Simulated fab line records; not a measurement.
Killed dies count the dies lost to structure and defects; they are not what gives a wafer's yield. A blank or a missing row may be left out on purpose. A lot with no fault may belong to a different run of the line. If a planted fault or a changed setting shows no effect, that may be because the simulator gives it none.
Which tool did it? + flow nand harc + 12 lots, 36 wafers sampled, at 2 steps of a route of 1302

WHAT EACH GAUGE READ, for each wafer
NHARC_A_ZERO_WELL_INSPECT_17.
| lot  | measured     | on                | raw defect count |
|------|--------------|-------------------|------------------|
| L075 | day 7 06:25  | defect inspect-01 | 8 5 9            |
| L078 | day 8 08:43  | defect inspect-01 | 4 14 4           |
| L079 | day 9 00:16  | defect inspect-02 | 12 8 7           |
| L081 | day 9 19:40  | defect inspect-02 | 7 11 10          |
| L083 | day 11 00:52 | defect inspect-01 | 8 3 18           |
| L085 | day 11 11:55 | defect inspect-02 | 12 5 7           |
| L087 | day 12 02:05 | defect inspect-02 | 15 22 19         |
| L089 | day 12 21:29 | defect inspect-01 | 8 9 17           |
| L091 | day 13 23:11 | defect inspect-01 | 19 11 12         |
| L093 | day 14 16:56 | defect inspect-01 | 15 16 11         |
| L095 | day 15 11:41 | defect inspect-01 | 3 9 12           |
| L097 | day 16 17:55 | defect inspect-02 | 9 10 9           |

WHICH TOOL RAN EACH LOT (tool, then ch and the chambers of the sampled wafers, then the start)
| lot  | NHARC_A_ZERO_WELL_RTA_16         |
|------|----------------------------------|
| L075 | rtp anneal-02 ch 0, day 7 06:17  |
| L078 | rtp anneal-02 ch 0, day 8 08:36  |
| L079 | rtp anneal-02 ch 0, day 9 00:05  |
| L081 | rtp anneal-02 ch 0, day 9 19:28  |
| L083 | rtp anneal-01 ch 0, day 11 00:42 |
| L085 | rtp anneal-01 ch 0, day 11 11:47 |
| L087 | rtp anneal-02 ch 0, day 12 01:53 |
| L089 | rtp anneal-02 ch 0, day 12 21:19 |
| L091 | rtp anneal-01 ch 0, day 13 22:59 |
| L093 | rtp anneal-01 ch 0, day 14 16:44 |
| L095 | rtp anneal-01 ch 0, day 15 11:29 |
| L097 | rtp anneal-02 ch 0, day 16 17:44 |
- NHARC_A_ZERO_WELL_RTA_16: time 10 s.

THE ANSWER, worked out from the rows above alone
Rule: usual is defined by the lots themselves. The widest of any qualifying gaps counts: lots, ordered by their means at a reading, are off when they make up no more than a third of the lots, leave a main group of 4 or more, and stand apart from it by 3 or more times the standard deviation of that group's means. The tables above print the reading to a certain number of digits; a main group whose means all agree to those digits is not used. A lot without any number at a reading at which 4 lots or more have one is off too. Where the step has rows for the other lots, those lots are counted as sound.
Nothing can be told from this: no lot is off at any reading shown.

WHAT THE SIMULATOR PUT IN
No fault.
